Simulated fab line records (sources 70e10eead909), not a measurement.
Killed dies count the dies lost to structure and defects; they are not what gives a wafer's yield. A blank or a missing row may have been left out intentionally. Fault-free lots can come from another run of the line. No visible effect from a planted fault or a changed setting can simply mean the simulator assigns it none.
Chamber matching    flow nand-harc    4 sister chambers for NHARC_A_CHANNEL_FILL_D1_ETCHBACK_20 on rie-diel-09
The step etches the open film in C4F8/O2/Ar, target depth 27 nm, time 13.5 s. 8 wafers are shown with their chamber, then 6 later ones without.

## WAFERS, EACH WITH ITS CHAMBER
wafer   chamber  rf-vpp-V (V)  oes-product-au (a.u.)
L826.4  1        988           0.93
L828.6  3        976           0.94
L835.3  2        984           1.00
L835.4  0        978           1.01
L835.6  2        984           0.99
L837.1  0        977           0.92
L837.2  1        986           0.95
L837.3  3        978           0.94

## WAFERS WITHOUT THEIR CHAMBER
wafer   rf-vpp-V (V)  oes-product-au (a.u.)
L838.1  986           1.00
L838.4  983           0.99
L838.5  985           1.00
L842.2  977           0.95
L842.4  977           0.92
L842.5  988           0.92

## WHICH CHAMBER EACH WENT THROUGH
wafer   from the rows above      in truth
L838.1  can't be placed: 2 or 1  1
L838.4  2                        2
L838.5  can't be placed: 2 or 1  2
L842.2  can't be placed: 3 or 0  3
L842.4  can't be placed: 3 or 0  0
L842.5  1                        1
Placed correctly: 2 of 6. Unplaceable from these rows: 4, with the true chamber sitting among the candidates in 4. Wrongly placed: 0.
How it was worked out, from the rows above alone: a wafer's distance from a chamber is the root of the sum, over the readings, of the square of ((its reading less the chamber's mean) divided by the reading's scatter). If the next closest chamber is less than 2 further off than the closest, the wafer can't be placed; otherwise it belongs to the closest. A chamber's mean is the mean of its shown wafers. The scatter: take each reading less its chamber's mean, square it, sum over the shown wafers, divide by the number of wafers less the number of chambers, and take the root.
